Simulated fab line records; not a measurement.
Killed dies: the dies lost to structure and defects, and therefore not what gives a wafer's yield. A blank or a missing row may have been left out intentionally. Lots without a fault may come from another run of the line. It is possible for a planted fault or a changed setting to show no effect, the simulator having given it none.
Comparing a struck lot with a sound one	flow nandHarc	24 out of 1159 route steps
Sound: the wafers L549.2, L549.3, L549.6. Struck: wafers L559.1, L559.3. (L559.4 of the same lot was not struck and is left out.) The cause comes at the end.
At each step with rows: each side's tool, then ch and its chambers, then its first start. Under that, the readings that differ: sound wafers	struck wafers	difference of the means	sigmas: that difference in standard deviations of wafers without a fault.
alike: readings with means less than 2 such deviations apart, plus words and numbers identical on both sides. not compared: withheld readings, readings lacking a value on some wafer, bounds such as >300 that could conceal the same value, and numbers that have no deviation in the record and whose values overlap.
A row with sigmas, a row that says differs or no value, or rows on one side alone: a step with any of these is where the two part. Non-overlapping numbers with no deviation appear without sigmas and do not part them. A reading that every wafer of one side lacks parts them only if that side has two wafers or more.

NHARC_P_M0_INSPECT_27:
  sound on defectInspect-02, day 8 00:59; struck on defectInspect-01, day 10 19:29
  alike: rawDefectCount
NHARC_P_M0_PRE_CLEAN_31: time 12 s.
  sound on pecvd-04 ch 2, day 8 01:03; struck on pecvd-02 ch 0,1, day 10 19:33
  alike: heaterPowerW
NHARC_P_M0_DEP_32: deposits SiCN, target thk 30 nm.
  sound on pecvd-04 ch 2, day 8 01:10; struck on pecvd-02 ch 0,1, day 10 19:38
  alike: heaterPowerW
then, 8 steps without rows for these wafers: NHARC_P_M1_DEP_00 (deposits SiOC, target thk 182.5 nm); NHARC_P_M1_DEHYDRATE_01 (time 120 s); NHARC_P_M1_HMDS_02 (time 30 s); NHARC_P_M1_COAT_34 (time 65 s); NHARC_P_M1_COAT_03 (resist thk 90 nm); NHARC_P_M1_SOFTBAKE_04 (time 55 s); NHARC_P_M1_EBR_05; NHARC_P_M1_EXPOSE_06 (exposes mask P M1, target cd 130 nm).
NHARC_P_M1_PEB_07: peb time 65 s.
  sound on lithoTrack-04 ch 0, day 8 02:29; struck on lithoTrack-06 ch 0, day 10 20:41
reading	sound	struck	difference	sigmas
heaterPowerTotalW (W)	156.2 156.0 157.2	161.1 161.4	+4.8	+11
then, 1 step without rows for these wafers: NHARC_P_M1_DEVELOP_08 (develop time 35 s).
NHARC_P_M1_CD_MEAS_09: target cd 130 nm.
  sound on cdSem-02 ch 0, day 8 02:34; struck on cdSem-02 ch 0, day 10 20:46
reading	sound	struck	difference	sigmas
cdNm (nm)	129.2 130.3 129.5	128.5 128.1	-1.4	-3
NHARC_P_M1_OVL_MEAS_10: pitch 260 nm.
  sound on overlay-01, day 8 02:40; struck on overlay-02, day 10 20:50
reading	sound	struck	difference	sigmas
overlayYNm (nm)	-1.1 -1.1 -1.5	0.1 0.6	+1.6	+2
  alike: overlayXNm
NHARC_P_M1_INSPECT_11:
  sound on defectInspect-02, day 8 02:43; struck on defectInspect-01, day 10 20:53
  alike: rawDefectCount
NHARC_P_M1_DESCUM_14: chemistry O2, time 3 s.
  sound on rieDiel-04 ch 1,2,3, day 8 02:47; struck on rieDiel-12 ch 0,1, day 10 20:56
reading	sound	struck	difference	sigmas
model.P_M1.cdNm (nm)	128.8 130.3 129.6	127.7 127.9	-1.8	
  alike: drypumpMotorCurrentA, o2FlowSccm, oesProductAu, rfVppV, showerheadPlenumPTorr, throttleValvePct
  not compared: rfHoursCounterH
NHARC_P_M1_ETCH_35: etches the open film in N2/H2, target depth 40 nm, overetch 12 nm, time 43.94 s.
  sound on rieDiel-04 ch 0,2,3, day 8 02:51; struck on rieDiel-12 ch 0,1, day 10 21:02
  alike: drypumpMotorCurrentA, oesProductAu, rfVppV, showerheadPlenumPTorr, throttleValvePct
  not compared: rfHoursCounterH
NHARC_P_M1_ETCH_15: etches the open film in C4F8/Ar, target depth 182.5 nm, time 91.2 s.
  sound on rieDiel-04 ch 1,2,3; struck on rieDiel-12 ch 1,3
  alike: oesProductAu, rfVppV
  not compared: rfHoursCounterH
NHARC_P_M1_CD_MEAS_16:
  sound on cdSem-01, day 8 03:05; struck on cdSem-02, day 10 21:15
reading	sound	struck	difference	sigmas
cdNm (nm)	129.0 130.9 129.0	128.1 128.1	-1.5	-2
NHARC_P_M1_STRIP_18: strips in N2/H2.
  sound on rieDiel-12 ch 0,1,3, day 8 03:12; struck on rieDiel-12 ch 0,2, day 10 21:20
  alike: drypumpMotorCurrentA, oesProductAu, rfVppV, showerheadPlenumPTorr, throttleValvePct
  not compared: rfHoursCounterH
NHARC_P_M1_ETCH_28: etches the open film in CF4/N2, target depth 30 nm, time 72.99 s.
  sound on rieDiel-12 ch 1,2,3; struck on rieDiel-12 ch 1,3
  alike: drypumpMotorCurrentA, oesProductAu, rfVppV, showerheadPlenumPTorr, throttleValvePct
  not compared: rfHoursCounterH, model.P_M1.cdNm
then, 1 step without rows for these wafers: NHARC_P_M1_STRIP_19 (strips in post etch residue remover, time 600 s).
NHARC_END_SORT_01:
  the record has rows for the sound wafers here (prober-01 ch 0, day 21 23:52) and none for the struck ones

WHERE THEY PART
First at NHARC_P_M1_PEB_07; last, within this record, at NHARC_END_SORT_01.

WHY: the cause the simulator had injected
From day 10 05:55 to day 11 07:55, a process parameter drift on lithoTrack-06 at NHARC_P_M1_PEB_07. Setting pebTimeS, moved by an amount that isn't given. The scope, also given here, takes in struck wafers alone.
